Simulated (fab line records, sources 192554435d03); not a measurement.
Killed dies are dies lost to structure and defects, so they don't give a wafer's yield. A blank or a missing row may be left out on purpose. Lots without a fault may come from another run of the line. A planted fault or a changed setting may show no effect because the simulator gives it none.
A struck lot beside a sound one | flow n5_finfet | 16 steps out of a route of 1938
Sound: wafers L969.1, L969.3, L969.4. Struck: wafer L978.4. (L978.2 of the same lot was not struck and is left out.) The cause comes at the end.
At each step with rows: each side's tool, then ch and its chambers, then its first start. Under that, the readings that differ: sound wafers | struck wafers | difference of the means | sigmas: that difference in standard deviations of wafers without a fault.
alike: readings whose means differ by less than 2 such deviations, and words and numbers that are the same on both sides. not compared: withheld readings, readings that some wafer has no value for, bounds like >300 that may hide the same value, and numbers for which the record gives no deviation and whose values overlap.
The two part at a step that has a row with sigmas, a row that says differs or no value, or rows on one side only. Numbers that don't overlap but have no deviation are shown without sigmas and don't part them. A reading that every wafer of one side lacks parts them only if that side has two wafers or more.

first, 6 steps without rows for these wafers: N5_BEOL_M3_COAT_22 (resist thk 30 nm); N5_BEOL_M3_EBR_24; N5_BEOL_M3_SOFTBAKE_23 (time 60 s); N5_BEOL_M3_EXPOSE_25 (exposes mask V2, defocus 5 nm); N5_BEOL_M3_PEB_26 (peb time 60 s); N5_BEOL_M3_DEVELOP_27 (develop time 30 s).
N5_BEOL_M3_CD_MEAS_28: target cd 25.7 nm, target cd y 23.3 nm.
  sound on cd_sem-03 ch 0, day 7 09:02; struck on cd_sem-02 ch 0, day 10 09:50
  alike: cd_nm
N5_BEOL_M3_OVL_MEAS_29:
  sound on overlay-01 ch 0, day 7 09:04; struck on overlay-01 ch 0, day 10 09:53
  alike: V2_OVL
N5_BEOL_M3_INSPECT_30: inspects for defects (brightfield).
  sound on defect_inspect-02, day 7 09:08; struck on defect_inspect-02, day 10 09:56
  alike: raw_defect_count
N5_BEOL_M3_DESCUM_33: chemistry O2, time 7 s.
  sound on rie_diel-03 ch 1,2,3, day 7 09:10; struck on rie_diel-03 ch 0, day 10 09:58
  reading                         | sound          | struck | difference | sigmas
  showerhead_plenum_p_Torr (Torr) | 2.00 2.09 2.18 | 1.94   | -0.15      | -2
  alike: bias_power_w, chamber_pressure_mTorr, drypump_motor_current_A, oes_product_au, rf_vpp_V, throttle_valve_pct
  not compared: rf_hours_counter_h
N5_BEOL_M3_ETCH_77: etches underlayer in N2/H2, target depth 6.5 nm, time 5.2 s.
  sound on rie_diel-03 ch 1,2,3, day 7 09:12; struck on rie_diel-03 ch 0, day 10 10:00
  reading                         | sound             | struck | difference | sigmas
  chamber_pressure_mTorr (mTorr)  | 30.08 30.00 30.04 | 29.89  | -0.15      | -4
  rf_vpp_V (V)                    | 521.1 523.3 528.4 | 518.2  | -6.1       | -2
  showerhead_plenum_p_Torr (Torr) | 2.44 2.54 2.65    | 2.35   | -0.19      | -3
  alike: drypump_motor_current_A, etch_rf_on_time_s, oes_product_au, throttle_valve_pct
  not compared: rf_hours_counter_h
N5_BEOL_M3_ETCH_69: etches SiARC in CF4, target depth 15.6 nm, time 26 s.
  sound on rie_diel-03 ch 1,2,3, day 7 09:13; struck on rie_diel-03 ch 0, day 10 10:01
  reading                         | sound             | struck | difference | sigmas
  rf_vpp_V (V)                    | 183.4 185.4 184.9 | 181.9  | -2.7       | -2
  showerhead_plenum_p_Torr (Torr) | 2.06 2.12 2.23    | 1.98   | -0.16      | -2
  alike: chamber_pressure_mTorr, drypump_motor_current_A, etch_rf_on_time_s, oes_product_au, throttle_valve_pct
  not compared: rf_hours_counter_h
N5_BEOL_M3_ALD_98: deposits SiO2, target thk 2.5 nm, pulse time 1 s, co reactant pulse time 1 s.
  sound on ald_sin-02 ch 0,1,3, day 7 09:18; struck on ald_sin-03 ch 1, day 10 10:06
  reading                                  | sound       | struck | difference | sigmas
  ald_cycles                               | 17 17 17    | 13     | -4         |
  model.SiO2_of_BEOL_M3_ALD_98.thk_nm (nm) | 2.4 2.6 2.6 | 2      | -1         |
  alike: heater_power_w, precursor_pulse_height_rel
N5_BEOL_M3_ETCHBACK_99: etches SiO2 in CHF3, target depth 5 nm, time 10.4 s.
  sound on rie_diel-04 ch 0,1, day 7 09:58; struck on rie_diel-06 ch 2, day 10 12:06
  alike: chamber_pressure_mTorr, drypump_motor_current_A, oes_product_au, rf_vpp_V, showerhead_plenum_p_Torr, throttle_valve_pct
  not compared: rf_hours_counter_h
N5_BEOL_M4_RC_MEAS_101:
  sound on prober-01 ch 0, day 8 07:18; struck on prober-02 ch 0, day 11 00:22
  alike: DIBL_N, DIBL_P, IOFF_N, IOFF_P, ION_N, ION_P, SS_N, SS_P, VT_N, VT_P
-- the record jumps here: 4 days lie between the struck wafers' starts before and after (it left off in module BEOL_M4 and takes up again in module PASSIVATION, whose first step shown is number 1936 of the route) --
N5_PASSIVATION_PROBE_49:
  the record has rows for the struck wafers here (prober-02, day 15 00:23) and none for the sound ones

WHERE THEY PART
First at N5_BEOL_M3_DESCUM_33; last, within this record, at N5_PASSIVATION_PROBE_49.

WHY: what the simulator had put in
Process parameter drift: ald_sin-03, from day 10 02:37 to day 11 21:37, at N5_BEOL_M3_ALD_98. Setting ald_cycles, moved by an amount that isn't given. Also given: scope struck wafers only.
